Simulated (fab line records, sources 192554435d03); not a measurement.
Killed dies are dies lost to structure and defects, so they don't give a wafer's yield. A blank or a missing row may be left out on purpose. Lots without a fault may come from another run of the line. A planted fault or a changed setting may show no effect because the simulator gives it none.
Chamber matching | flow n5_finfet | N5_DUMMY_GATE_ETCH_29 on rie_diel-06: 4 sister chambers
The step etches underlayer in N2/H2, target depth 13 nm. 20 wafers are shown with their chamber, then 10 later ones without.

WAFERS WITH THEIR CHAMBER
wafer  | chamber | drypump_motor_current_A (A) | showerhead_plenum_p_Torr (Torr) | oes_product_au (a.u.)
L074.3 | 1       | 5.2                         | 2.62                            | 0.70
L074.4 | 2       | 6.4                         | 2.46                            | 0.82
L074.5 | 0       | 6.4                         | 2.63                            | 0.73
L077.1 | 0       | 6.4                         | 2.63                            | 0.73
L077.2 | 2       | 6.4                         | 2.46                            | 0.82
L077.5 | 1       | 5.2                         | 2.62                            | 0.70
L078.1 | 1       | 5.2                         | 2.62                            | 0.69
L078.3 | 3       | 5.2                         | 2.60                            | 0.89
L078.4 | 0       | 6.5                         | 2.63                            | 0.72
L081.1 | 3       | 5.2                         | 2.59                            | 0.87
L081.3 | 2       | 6.4                         | 2.45                            | 0.81
L081.4 | 0       | 6.4                         | 2.63                            | 0.73
L083.1 | 3       | 5.2                         | 2.59                            | 0.86
L083.5 | 3       | 5.2                         | 2.59                            | 0.87
L083.6 | 2       | 6.4                         | 2.45                            | 0.81
L088.3 | 0       | 6.4                         | 2.62                            | 0.72
L088.5 | 2       | 6.4                         | 2.45                            | 0.80
L088.6 | 1       | 5.2                         | 2.61                            | 0.69
L089.2 | 2       | 6.4                         | 2.45                            | 0.80
L089.4 | 1       | 5.2                         | 2.61                            | 0.68

SIGNATURES (means of the wafers above)
reading                  | chamber 0 | chamber 1 | chamber 2 | chamber 3 | scatter within a chamber
drypump_motor_current_A  | 6.420     | 5.200     | 6.400     | 5.200     | 0.0224
showerhead_plenum_p_Torr | 2.6280    | 2.6160    | 2.4533    | 2.5925    | 0.00505
oes_product_au           | 0.7260    | 0.6920    | 0.8100    | 0.8725    | 0.00893
Rule: a wafer's distance from a chamber is the root of the sum, over the readings, of the square of ((its reading less the chamber's mean) divided by the reading's scatter). The wafer belongs to the nearest chamber; if the next one is less than 2 further off, it can't be placed. The scatter: the root of (the sum of the squares of (reading less its chamber's mean) over the shown wafers, divided by (wafers less chambers)).

WAFERS WITHOUT THEIR CHAMBER
wafer  | drypump_motor_current_A (A) | showerhead_plenum_p_Torr (Torr) | oes_product_au (a.u.)
L089.5 | 5.2                         | 2.59                            | 0.87
L093.3 | 5.2                         | 2.61                            | 0.68
L093.5 | 5.2                         | 2.61                            | 0.68
L093.6 | 6.5                         | 2.62                            | 0.71
L095.1 | 6.4                         | 2.44                            | 0.78
L095.4 | 5.2                         | 2.61                            | 0.68
L095.6 | 5.2                         | 2.61                            | 0.68
L094.1 | 6.4                         | 2.62                            | 0.71
L094.2 | 5.2                         | 2.61                            | 0.67
L094.6 | 5.2                         | 2.61                            | 0.67

WHICH CHAMBER EACH WENT THROUGH
wafer  | from the rows above | in truth
L089.5 | 3                   | 3
L093.3 | 1                   | 1
L093.5 | 1                   | 1
L093.6 | 0                   | 0
L095.1 | 2                   | 2
L095.4 | 1                   | 1
L095.6 | 1                   | 1
L094.1 | 0                   | 0
L094.2 | 1                   | 1
L094.6 | 1                   | 1
Placed correctly: 10 of 10. Can't be placed from these rows: 0. Placed wrongly: 0.
